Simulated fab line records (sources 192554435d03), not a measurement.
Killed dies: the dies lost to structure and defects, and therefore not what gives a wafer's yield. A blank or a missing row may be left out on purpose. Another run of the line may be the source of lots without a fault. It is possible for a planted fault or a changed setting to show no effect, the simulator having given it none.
Struck lot and sound lot, side by side | flow n5_finfet | 18 steps out of a route of 1938
Sound: wafers L315.1, L315.5, L315.6. Struck: wafer L329.3. (L329.1 of the same lot was not struck and is left out.) The cause comes at the end.
For every step that has rows: the tool of each side, followed by ch and its chambers, followed by its first start. Under that, the readings that differ: sound wafers | struck wafers | difference of the means | sigmas: that difference in standard deviations of wafers without a fault.
alike: readings whose means differ by less than 2 such deviations, and words and numbers that are the same on both sides. not compared: withheld readings, readings that some wafer has no value for, bounds like >300 that may hide the same value, and numbers for which the record gives no deviation and whose values overlap.
A row with sigmas, a row that says differs or no value, or rows on one side alone: a step with any of these is where the two part. Numbers that don't overlap but have no deviation are shown without sigmas and don't part them. A reading missing from all wafers of one side parts the sides only when that side holds two or more wafers.

first, 4 steps without rows for these wafers: N5_BEOL_M12_ETCH_68 (etches SOC in N2/H2, time 285 s); N5_BEOL_M12_STRIP_69 (strips in N2/H2); N5_BEOL_M12_TRENCH_ETCH_34 (etches SiOC in C4F8/O2/Ar, target depth 318.95 nm, time 125.5 s); N5_BEOL_M12_STRIP_70 (strips in C4F8/O2/Ar).
N5_BEOL_M12_OCD_MEAS_35:
  sound on ocd-02, day 13 04:36; struck on ocd-01, day 16 17:46
  alike: trench_depth_nm
N5_BEOL_M12_STRIP_37: strips in N2/H2.
  sound on plasma_asher-01 ch 0,1, day 13 04:38; struck on plasma_asher-02 ch 0, day 16 17:47
  alike: drypump_motor_current_A, heater_power_w, oes_product_au
  not compared: rf_hours_counter_h
then, 3 steps without rows for these wafers: N5_BEOL_M12_ETCH_38 (etches SiCN in CF4/N2, target depth 68.7 nm, time 73.4 s); N5_BEOL_M12_PRECLEAN_39 (cleans in residue remover, time 60 s); N5_BEOL_M12_SRD_40 (time 30 s, dry time 30 s).
N5_BEOL_M12_DEGAS_41: time 60 s.
  sound on pvd_sputter-02, day 13 15:05; struck on pvd_sputter-02, day 16 19:32
  alike: heater_power_w
N5_BEOL_M12_PRE_CLEAN_42: time 30 s.
  sound on pvd_sputter-02, day 13 15:07; struck on pvd_sputter-02, day 16 19:34
  alike: heater_power_w
N5_BEOL_M12_SPUTTER_43: material TaN, target thk 15 nm, time 24.19 s.
  sound on pvd_sputter-02, day 13 15:10; struck on pvd_sputter-02, day 16 19:37
  alike: throttle_valve_pct
N5_BEOL_M12_SPUTTER_44: material Ta, target thk 10 nm, time 16.13 s.
  sound on pvd_sputter-02, day 13 15:14; struck on pvd_sputter-02, day 16 19:41
  reading                                     | sound    | struck | difference | sigmas
  model.Ta_of_BEOL_M12_SPUTTER_44.thk_nm (nm) | 10 10 10 | 13     | +3         |
  alike: throttle_valve_pct
then, 2 steps without rows for these wafers: N5_BEOL_M12_SPUTTER_45 (material Cu, target thk 80 nm, time 13.33 s); N5_BEOL_M12_ECD_47 (material Cu, target thk 720 nm).
N5_BEOL_M12_ANNEAL_48: time 90 s.
  sound on rtp_anneal-01 ch 0, day 13 16:02; struck on rtp_anneal-02 ch 0, day 16 20:29
  alike: anneal_temp_c_max, wafer_temp_C_max
N5_BEOL_M12_CMP_49: polishes, stops on SiOC, t overpolish 20.6 s, target thk 320 nm.
  sound on cmp-04 ch 0,3, day 13 16:22; struck on cmp-02 ch 0, day 16 20:50
  reading                      | sound          | struck | difference | sigmas
  barrier_field_endpoint_s (s) | 30.5 30.9 30.1 | 35.6   | +5.1       | +7
  alike: head_pressure_psi, motor_current_A
N5_BEOL_M12_THK_MEAS_50: measures by xrf.
  sound on film_metro-02, day 13 16:37; struck on film_metro-01, day 16 21:05
  alike: M12_THK

== WHERE THEY PART ==
N5_BEOL_M12_CMP_49 only, going by this record. Later steps at which nothing parts them and some readings are alike: N5_BEOL_M12_THK_MEAS_50.

WHY: whatever the simulator had introduced
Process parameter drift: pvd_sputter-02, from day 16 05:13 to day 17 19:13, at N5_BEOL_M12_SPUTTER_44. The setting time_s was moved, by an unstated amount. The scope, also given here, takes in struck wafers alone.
